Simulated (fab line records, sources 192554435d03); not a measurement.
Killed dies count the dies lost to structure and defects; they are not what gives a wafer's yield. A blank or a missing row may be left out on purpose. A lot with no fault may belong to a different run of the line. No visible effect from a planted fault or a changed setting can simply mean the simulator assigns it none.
Which tool was responsible?	flow n5Finfet	9 lots with 27 wafers sampled at 6 steps, on a route of 1938 steps

== WHAT THE GAUGES SHOWED, per wafer ==
N5_SD_EPI_N_CD_MEAS_09: the cd target is 120 nm.
lot	measured	on	cdNm (nm)
L942	day 3 06:58	cdSem-02	119.0 119.0 118.5
L945	day 4 00:49	cdSem-03	118.7 118.4 119.3
L947	day 4 12:05	cdSem-02	119.4 119.8 119.7
L951	day 5 15:39	cdSem-03	119.5 118.8 119.2
L953	day 6 01:30	cdSem-01	91.6 90.5 90.5
L954	day 6 07:50	cdSem-01	98.4 97.2 98.2
L958	day 7 05:10	cdSem-02	119.0 118.9 118.9
L959	day 7 13:58	cdSem-03	119.5 119.4 119.6
L962	day 8 07:35	cdSem-02	120.6 121.0 119.8

N5_SD_EPI_N_INSPECT_11: inspects for defects (macro).
lot	measured	on	rawDefectCount
L942	day 3 07:01	defectInspect-01	1 0 6
L945	day 4 00:52	defectInspect-02	3 1 3
L947	day 4 12:08	defectInspect-02	4 2 4
L951	day 5 15:42	defectInspect-01	1 3 5
L953	day 6 01:33	defectInspect-01	2 3 5
L954	day 6 07:53	defectInspect-01	1 1 1
L958	day 7 05:13	defectInspect-01	4 2 2
L959	day 7 14:01	defectInspect-02	2 2 3
L962	day 8 07:38	defectInspect-01	0 4 2

N5_BEOL_M4_RC_MEAS_101.
lot	measured	on	DIBL_N (mV/V)	DIBL_P (mV/V)	IOFF_N (nA/um)	IOFF_P (nA/um)	ION_N (uA/um)	ION_P (uA/um)	SS_N (mV/dec)	SS_P (mV/dec)	VT_N (mV)	VT_P (mV)
L942	day 8 02:04	prober-02	34.0 33.7 33.8	33.8 33.7 33.5	0.133 0.128 0.129	0.171 0.170 0.167	662 672 662	449 464 456	71.7 71.9 71.2	72.9 73.1 72.6	250.9 254.0 252.7	-255.2 -254.0 -255.0
L945	day 8 19:33	prober-01	36.1 35.2 34.5	37.1 35.6 35.4	0.179 0.158 0.144	0.224 0.199 0.200	685 682 669	463 461 465	71.1 71.2 71.1	73.4 73.2 73.5	247.2 248.8 252.7	-246.5 -250.6 -250.5
L947	day 9 07:28	prober-01	35.3 35.0 35.2	36.2 35.3 35.5	0.149 0.136 0.145	0.205 0.181 0.195	684 676 682	467 468 468	71.1 70.5 70.8	72.6 72.9 73.2	248.5 251.2 248.5	-249.8 -249.1 -248.5
L951	day 10 18:28	prober-01	36.3 37.7 34.9	35.6 37.2 33.8	0.127 0.162 0.116	0.182 0.205 0.165	662 672 664	455 460 455	71.1 71.3 70.9	72.7 74.0 72.9	252.8 249.4 253.7	-253.7 -252.9 -253.3
L954	day 11 16:36	prober-01	32.9 33.5	32.7 32.3	0.124 0.119	0.164 0.157	677 671	465 460	71.2 71.3	73.2 72.7	251.8 255.1	-253.6 -254.7
L958	day 12 23:49	prober-02	36.5 36.1 35.8	37.5 37.5 37.1	0.156 0.160 0.146	0.221 0.216 0.205	674 676 665	468 470 464	71.2 72.1 72.0	73.8 72.7 72.9	251.3 251.1 253.0	-248.6 -247.2 -247.0
L959	day 12 20:43	prober-02	36.0 36.6 34.9	36.7 36.9 35.4	0.141 0.141 0.122	0.183 0.189 0.162	668 667 659	455 456 453	70.9 71.6 70.7	73.6 73.5 72.5	250.3 252.9 253.9	-252.3 -256.0 -256.0
L962	day 13 05:51	prober-01	36.3 36.2 37.9	37.0 36.7 38.0	0.169 0.165 0.194	0.199 0.196 0.216	683 672 690	464 453 465	71.6 71.1 71.3	73.0 73.2 73.8	247.2 248.2 245.6	-252.2 -250.7 -248.9

== EACH LOT AND THE TOOL THAT RAN IT (in order: tool; ch and the chambers of the sampled wafers; start) ==
lot	N5_DUMMY_GATE_TRIM_49	N5_DUMMY_GATE_HM_OPEN_21	N5_SD_EPI_N_EXPOSE_06
L942	rieSi-05 ch 0,1,3, day 3 05:05	rieDiel-04 ch 0,1, day 3 05:25	arfiScanner-02 ch 0, day 3 06:50
L945	rieSi-05 ch 1,2, day 3 22:38	rieDiel-04 ch 0,1, day 3 22:56	arfiScanner-03 ch 0, day 4 00:41
L947	rieSi-02 ch 0,1, day 4 09:58	rieDiel-05 ch 1,2,3, day 4 10:25	arfiScanner-01 ch 0, day 4 11:58
L951	rieSi-05 ch 1,2,3, day 5 13:34	rieDiel-05 ch 1,2,3, day 5 13:50	arfiScanner-03 ch 0, day 5 15:31
L953	rieSi-05 ch 0,1,3, day 5 23:30	rieDiel-03 ch 0,3, day 5 23:47	arfiScanner-03 ch 0, day 6 01:22
L954	rieSi-02 ch 0,1, day 6 05:29	rieDiel-04 ch 2,3, day 6 05:46	arfiScanner-03 ch 0, day 6 07:43
L958	rieSi-05 ch 0,2,3, day 7 03:00	rieDiel-05 ch 1,2,3, day 7 03:17	arfiScanner-01 ch 0, day 7 05:02
L959	rieSi-05 ch 2,3, day 7 11:53	rieDiel-04 ch 0,1,3, day 7 12:17	arfiScanner-02 ch 0, day 7 13:50
L962	rieSi-04 ch 0,1,3, day 8 05:23	rieDiel-03 ch 0,2,3, day 8 05:40	arfiScanner-02 ch 0, day 8 07:28
- N5_DUMMY_GATE_TRIM_49: chemistry O2, time 29 s, target cd 14 nm.
- N5_DUMMY_GATE_HM_OPEN_21: chemistry CH3F/O2, target SiNx, target depth 120 nm, time 171.4 s.
- N5_SD_EPI_N_EXPOSE_06: exposes mask SD N BLK, target cd 120 nm.

== AS READ BY THE TOOLS THEMSELVES (means over the sampled wafers that have a number; for cases with no such wafer, the mark the record gives instead) ==
N5_DUMMY_GATE_TRIM_49.
lot	tool	drypumpMotorCurrentA (A)	oesProductAu (a.u.)	throttleValvePct (%)
L942	rieSi-05	5.9	1.008	8.20
L945	rieSi-05	6.2	1.013	8.15
L947	rieSi-02	5.7	0.990	8.23
L951	rieSi-05	5.8	1.017	8.22
L953	rieSi-05	5.9	0.999	8.20
L954	rieSi-02	5.6	0.997	8.23
L958	rieSi-05	5.5	1.005	8.22
L959	rieSi-05	5.3	1.019	8.27
L962	rieSi-04	5.3	1.015	8.32

N5_DUMMY_GATE_HM_OPEN_21.
lot	tool	drypumpMotorCurrentA (A)	oes_f_703_au (a.u.)	oesProductAu (a.u.)	rfVppV (V)	showerheadPlenumPTorr (Torr)	throttleValvePct (%)
L942	rieDiel-04	5.6	0.87	0.87	300.7	2.11	16.29
L945	rieDiel-04	5.7	0.86	0.86	300.9	2.10	16.30
L947	rieDiel-05	5.7	0.79	0.80	299.5	2.12	16.49
L951	rieDiel-05	5.7	0.79	0.79	301.3	2.11	16.52
L953	rieDiel-03	6.1	0.74	0.73	300.4	2.00	16.50
L954	rieDiel-04	6.4	0.72	0.73	297.2	2.02	16.41
L958	rieDiel-05	5.8	0.78	0.78	300.1	2.11	16.53
L959	rieDiel-04	6.0	0.77	0.77	299.6	2.06	16.43
L962	rieDiel-03	5.8	0.72	0.73	300.9	2.00	16.48

N5_SD_EPI_N_EXPOSE_06.
lot	tool	exposureDoseMJCm2	reticleTempC (C)
L942	arfiScanner-02	39.71	23.02
L945	arfiScanner-03	39.73	22.99
L947	arfiScanner-01	39.77	23.03
L951	arfiScanner-03	39.71	22.95
L953	arfiScanner-03	26.11	23.06
L954	arfiScanner-03	28.86	23.05
L958	arfiScanner-01	39.76	22.93
L959	arfiScanner-02	39.80	23.03
L962	arfiScanner-02	39.70	22.92

== THE ANSWER, worked out from the rows above alone ==
Rule: the usual values come from the lots themselves. Put in order of their means at a reading, lots are off if they are a third of the lots or fewer, leave a main group of 4 or more, and stand apart from it by a gap of 3 or more times the standard deviation of the main group's means; of several such gaps the widest counts. A main group whose means are all the same, to the digits that the tables above print for the reading, isn't used. Also off: a lot with no number at a reading for which 4 or more lots have one. Any other lot the step has rows for is counted as sound. First the gauges in route order, then the tools' own readings, where a lot's mean is used as printed above. The first step at which some lot is off is used, and at that step the reading that is off furthest; a lot without a number counts as furthest.
Off: L953, L954, at N5_SD_EPI_N_CD_MEAS_09 (cdNm). Main group: mean 119.3 nm, sd 0.55.
A tool fits if, at a process step before that reading, it ran every lot that is off, and no sound lot after the first of them. The gauges at N5_SD_EPI_N_CD_MEAS_09 aren't tried: what is off there is off at N5_SD_EPI_N_EXPOSE_06 too, on other tools, and a gauge's error can't cause that. One candidate fits, namely arfiScanner-03 at N5_SD_EPI_N_EXPOSE_06. Its last sound lot is L951 (day 5 15:31), its first lot that is off L953 (day 6 01:22): a fault that began between those two fits.
On the lots that are off, the tool's own readings at N5_SD_EPI_N_EXPOSE_06 differ by more than 5 times the standard deviation of the sound lots' means, which bears it out; exposureDoseMJCm2 reads 27.48 there versus 39.74 on the sound lots.

== WHAT WAS PUT IN BY THE SIMULATOR ==
Process parameter drift: arfiScanner-03, from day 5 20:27 on, at N5_SD_EPI_N_EXPOSE_06. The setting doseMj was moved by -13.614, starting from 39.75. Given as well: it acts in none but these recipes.
Shown lots that were struck: L953, L954. The same result came from the rule above.
